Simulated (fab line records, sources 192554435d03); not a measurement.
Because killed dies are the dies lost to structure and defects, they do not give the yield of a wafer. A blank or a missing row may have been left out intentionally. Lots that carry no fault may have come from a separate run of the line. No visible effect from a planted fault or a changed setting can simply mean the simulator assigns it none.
Split-lot experiment || flow n5_finfet || on a route of 1938 steps: 7 lots, 39 wafers read

== THE SPLIT ==
At N5_BEOL_M0_SAQP_PECVD_00 (deposits SiCN from 3MS/NH3, target thk 8 nm, time 14 s), the setting time_s was moved away from the recipe's 14 s on 12 of the 39 wafers read, by -33.0% to +58.8%. The other wafers ran this setting at the recipe's value.

The reading is taken at the split's own step.

== THE READING ==
SiCN_of_BEOL_M0_SAQP_PECVD_00.thk_nm (the simulator's own value, which no gauge read), in nm, at N5_BEOL_M0_SAQP_PECVD_00 (deposits SiCN from 3MS/NH3, target thk 8 nm, time 14 s). The file gives no usual value for it. The 27 wafers here that ran the recipe average 8.1 nm, standard deviation 0.22 nm.

{"wafer": "L075.1", "tool, chamber at the split": "pecvd-03, 2", "time_s as run, s": 14, "against the recipe": "recipe", "SiCN_of_BEOL_M0_SAQP_PECVD_00.thk_nm, nm": 8.4, "against lot-mates on the recipe": "-"}
{"wafer": "L075.2", "tool, chamber at the split": "pecvd-03, 1", "time_s as run, s": 14, "against the recipe": "recipe", "SiCN_of_BEOL_M0_SAQP_PECVD_00.thk_nm, nm": 8.2, "against lot-mates on the recipe": "-"}
{"wafer": "L075.4", "tool, chamber at the split": "pecvd-03, 1", "time_s as run, s": 14, "against the recipe": "recipe", "SiCN_of_BEOL_M0_SAQP_PECVD_00.thk_nm, nm": 8.2, "against lot-mates on the recipe": "-"}
{"wafer": "L075.3", "tool, chamber at the split": "pecvd-03, 0", "time_s as run, s": 14, "against the recipe": "recipe", "SiCN_of_BEOL_M0_SAQP_PECVD_00.thk_nm, nm": 7.8, "against lot-mates on the recipe": "-"}
{"wafer": "L075.5", "tool, chamber at the split": "pecvd-03, 2", "time_s as run, s": 14, "against the recipe": "recipe", "SiCN_of_BEOL_M0_SAQP_PECVD_00.thk_nm, nm": 8.6, "against lot-mates on the recipe": "-"}
{"wafer": "L075.6", "tool, chamber at the split": "pecvd-03, 0", "time_s as run, s": 14, "against the recipe": "recipe", "SiCN_of_BEOL_M0_SAQP_PECVD_00.thk_nm, nm": 8, "against lot-mates on the recipe": "-"}
{"wafer": "L078.1", "tool, chamber at the split": "pecvd-02, 1", "time_s as run, s": 14, "against the recipe": "recipe", "SiCN_of_BEOL_M0_SAQP_PECVD_00.thk_nm, nm": 8, "against lot-mates on the recipe": "-"}
{"wafer": "L078.6", "tool, chamber at the split": "pecvd-02, 1", "time_s as run, s": 14, "against the recipe": "recipe", "SiCN_of_BEOL_M0_SAQP_PECVD_00.thk_nm, nm": 8, "against lot-mates on the recipe": "-"}
{"wafer": "L078.5", "tool, chamber at the split": "pecvd-02, 0", "time_s as run, s": 14, "against the recipe": "recipe", "SiCN_of_BEOL_M0_SAQP_PECVD_00.thk_nm, nm": 8.2, "against lot-mates on the recipe": "-"}
{"wafer": "L080.1", "tool, chamber at the split": "pecvd-02, 1", "time_s as run, s": 14, "against the recipe": "recipe", "SiCN_of_BEOL_M0_SAQP_PECVD_00.thk_nm, nm": 7.8, "against lot-mates on the recipe": "-"}
{"wafer": "L080.2", "tool, chamber at the split": "pecvd-02, 0,2", "time_s as run, s": 11.02, "against the recipe": "-21.3%", "SiCN_of_BEOL_M0_SAQP_PECVD_00.thk_nm, nm": 6.2, "against lot-mates on the recipe": -1.8}
{"wafer": "L080.3", "tool, chamber at the split": "pecvd-02, 0,2", "time_s as run, s": 11.02, "against the recipe": "-21.3%", "SiCN_of_BEOL_M0_SAQP_PECVD_00.thk_nm, nm": 6.2, "against lot-mates on the recipe": -1.8}
{"wafer": "L080.4", "tool, chamber at the split": "pecvd-02, 2", "time_s as run, s": 14, "against the recipe": "recipe", "SiCN_of_BEOL_M0_SAQP_PECVD_00.thk_nm, nm": 8, "against lot-mates on the recipe": "-"}
{"wafer": "L080.5", "tool, chamber at the split": "pecvd-02, 1", "time_s as run, s": 14, "against the recipe": "recipe", "SiCN_of_BEOL_M0_SAQP_PECVD_00.thk_nm, nm": 8.2, "against lot-mates on the recipe": "-"}
{"wafer": "L080.6", "tool, chamber at the split": "pecvd-02, 0", "time_s as run, s": 11.02, "against the recipe": "-21.3%", "SiCN_of_BEOL_M0_SAQP_PECVD_00.thk_nm, nm": 6.4, "against lot-mates on the recipe": -1.6}
{"wafer": "L085.1", "tool, chamber at the split": "pecvd-03, 1,0,2", "time_s as run, s": 19.38, "against the recipe": "+38.4%", "SiCN_of_BEOL_M0_SAQP_PECVD_00.thk_nm, nm": 11.2, "against lot-mates on the recipe": "+3.1"}
{"wafer": "L085.4", "tool, chamber at the split": "pecvd-03, 1,0,2", "time_s as run, s": 19.38, "against the recipe": "+38.4%", "SiCN_of_BEOL_M0_SAQP_PECVD_00.thk_nm, nm": 11.2, "against lot-mates on the recipe": "+3.1"}
{"wafer": "L085.6", "tool, chamber at the split": "pecvd-03, 1,0,2", "time_s as run, s": 19.38, "against the recipe": "+38.4%", "SiCN_of_BEOL_M0_SAQP_PECVD_00.thk_nm, nm": 11.2, "against lot-mates on the recipe": "+3.1"}
{"wafer": "L085.2", "tool, chamber at the split": "pecvd-03, 2", "time_s as run, s": 14, "against the recipe": "recipe", "SiCN_of_BEOL_M0_SAQP_PECVD_00.thk_nm, nm": 8.2, "against lot-mates on the recipe": "-"}
{"wafer": "L085.3", "tool, chamber at the split": "pecvd-03, 0,1", "time_s as run, s": 14, "against the recipe": "recipe", "SiCN_of_BEOL_M0_SAQP_PECVD_00.thk_nm, nm": 8, "against lot-mates on the recipe": "-"}
{"wafer": "L085.5", "tool, chamber at the split": "pecvd-03, 0,1", "time_s as run, s": 14, "against the recipe": "recipe", "SiCN_of_BEOL_M0_SAQP_PECVD_00.thk_nm, nm": 8, "against lot-mates on the recipe": "-"}
{"wafer": "L084.1", "tool, chamber at the split": "pecvd-04, 2", "time_s as run, s": 9.383, "against the recipe": "-33.0%", "SiCN_of_BEOL_M0_SAQP_PECVD_00.thk_nm, nm": 5.2, "against lot-mates on the recipe": -2.5}
{"wafer": "L084.4", "tool, chamber at the split": "pecvd-04, 2", "time_s as run, s": 9.383, "against the recipe": "-33.0%", "SiCN_of_BEOL_M0_SAQP_PECVD_00.thk_nm, nm": 5.2, "against lot-mates on the recipe": -2.5}
{"wafer": "L084.2", "tool, chamber at the split": "pecvd-04, 0,1", "time_s as run, s": 14, "against the recipe": "recipe", "SiCN_of_BEOL_M0_SAQP_PECVD_00.thk_nm, nm": 7.8, "against lot-mates on the recipe": "-"}
{"wafer": "L084.6", "tool, chamber at the split": "pecvd-04, 0,1", "time_s as run, s": 14, "against the recipe": "recipe", "SiCN_of_BEOL_M0_SAQP_PECVD_00.thk_nm, nm": 7.8, "against lot-mates on the recipe": "-"}
{"wafer": "L084.3", "tool, chamber at the split": "pecvd-04, 1", "time_s as run, s": 14, "against the recipe": "recipe", "SiCN_of_BEOL_M0_SAQP_PECVD_00.thk_nm, nm": 7.6, "against lot-mates on the recipe": "-"}
{"wafer": "L084.5", "tool, chamber at the split": "pecvd-04, 0", "time_s as run, s": 9.383, "against the recipe": "-33.0%", "SiCN_of_BEOL_M0_SAQP_PECVD_00.thk_nm, nm": 5.4, "against lot-mates on the recipe": -2.3}
{"wafer": "L088.1", "tool, chamber at the split": "pecvd-02, 2", "time_s as run, s": 14, "against the recipe": "recipe", "SiCN_of_BEOL_M0_SAQP_PECVD_00.thk_nm, nm": 7.8, "against lot-mates on the recipe": "-"}
{"wafer": "L088.2", "tool, chamber at the split": "pecvd-02, 1,0,2,1", "time_s as run, s": 14, "against the recipe": "recipe", "SiCN_of_BEOL_M0_SAQP_PECVD_00.thk_nm, nm": 8, "against lot-mates on the recipe": "-"}
{"wafer": "L088.3", "tool, chamber at the split": "pecvd-02, 1,0,2,1", "time_s as run, s": 14, "against the recipe": "recipe", "SiCN_of_BEOL_M0_SAQP_PECVD_00.thk_nm, nm": 8, "against lot-mates on the recipe": "-"}
{"wafer": "L088.4", "tool, chamber at the split": "pecvd-02, 1,0,2,1", "time_s as run, s": 14, "against the recipe": "recipe", "SiCN_of_BEOL_M0_SAQP_PECVD_00.thk_nm, nm": 8, "against lot-mates on the recipe": "-"}
{"wafer": "L088.6", "tool, chamber at the split": "pecvd-02, 1,0,2,1", "time_s as run, s": 14, "against the recipe": "recipe", "SiCN_of_BEOL_M0_SAQP_PECVD_00.thk_nm, nm": 8, "against lot-mates on the recipe": "-"}
{"wafer": "L088.5", "tool, chamber at the split": "pecvd-02, 0", "time_s as run, s": 14, "against the recipe": "recipe", "SiCN_of_BEOL_M0_SAQP_PECVD_00.thk_nm, nm": 8.2, "against lot-mates on the recipe": "-"}
{"wafer": "L095.1", "tool, chamber at the split": "pecvd-03, 1", "time_s as run, s": 14, "against the recipe": "recipe", "SiCN_of_BEOL_M0_SAQP_PECVD_00.thk_nm, nm": 8.2, "against lot-mates on the recipe": "-"}
{"wafer": "L095.2", "tool, chamber at the split": "pecvd-03, 2,0", "time_s as run, s": 22.23, "against the recipe": "+58.8%", "SiCN_of_BEOL_M0_SAQP_PECVD_00.thk_nm, nm": 12.8, "against lot-mates on the recipe": "+4.5"}
{"wafer": "L095.5", "tool, chamber at the split": "pecvd-03, 2,0", "time_s as run, s": 22.23, "against the recipe": "+58.8%", "SiCN_of_BEOL_M0_SAQP_PECVD_00.thk_nm, nm": 12.8, "against lot-mates on the recipe": "+4.5"}
{"wafer": "L095.3", "tool, chamber at the split": "pecvd-03, 0", "time_s as run, s": 22.23, "against the recipe": "+58.8%", "SiCN_of_BEOL_M0_SAQP_PECVD_00.thk_nm, nm": 12.6, "against lot-mates on the recipe": "+4.3"}
{"wafer": "L095.4", "tool, chamber at the split": "pecvd-03, 1,2", "time_s as run, s": 14, "against the recipe": "recipe", "SiCN_of_BEOL_M0_SAQP_PECVD_00.thk_nm, nm": 8.4, "against lot-mates on the recipe": "-"}
{"wafer": "L095.6", "tool, chamber at the split": "pecvd-03, 1,2", "time_s as run, s": 14, "against the recipe": "recipe", "SiCN_of_BEOL_M0_SAQP_PECVD_00.thk_nm, nm": 8.4, "against lot-mates on the recipe": "-"}
The file does not say which wafer passed through which chamber wherever a row lists several chambers: such a row stands for several wafers.

FIT RESULTS
A straight line over all 39 wafers: SiCN_of_BEOL_M0_SAQP_PECVD_00.thk_nm changes by +0.0813 nm for each +1% of time_s; r = +0.99; the points scatter about the line by 0.2 nm.
The same after taking each lot's own level away (the mean of its wafers on the recipe; 39 wafers): +0.0768 nm for each +1%; r = +1.00; scatter 0.16 nm.
Per that fit: largest time_s move, reading shift of 4.5 nm.
The span of the lots' own levels, 7.73 to 8.33 nm, comes to 2.7 times the standard deviation stated above.
So the lot-to-lot level changes the slope little: the two slopes agree.
Check: +4.53 nm against its lot-mates is what the line predicts for one of the wafers moved furthest among these (+58.8%) when that wafer is left out of the fit. Against them it came out at +4.47 nm.

== THE OTHER SPLITS THESE WAFERS WENT THROUGH ==
Note: prior to the reading, these wafers also went through further splits. Each is held against what the fit with the lots' levels taken away leaves over:
{"other split on the same wafers": "N5_FIN_SAQP_HM_DEP_03 target_thk_a", "wafers away from the commonest value": 15, "r with SiCN_of_BEOL_M0_SAQP_PECVD_00.thk_nm (lot level and that fit taken away)": "+0.30"}
{"other split on the same wafers": "N5_SD_EPI_N_EPI_21 epi_growth_time_s", "wafers away from the commonest value": 9, "r with SiCN_of_BEOL_M0_SAQP_PECVD_00.thk_nm (lot level and that fit taken away)": -0.07}
{"other split on the same wafers": "N5_HKMG_FIN_ETCH_55 time_s", "wafers away from the commonest value": 15, "r with SiCN_of_BEOL_M0_SAQP_PECVD_00.thk_nm (lot level and that fit taken away)": "+0.03"}

== FILE'S OWN FIT ==
SiCN_of_BEOL_M0_SAQP_PECVD_00.thk_nm changes by +0.0768 nm for each +1% of time_s, r = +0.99.
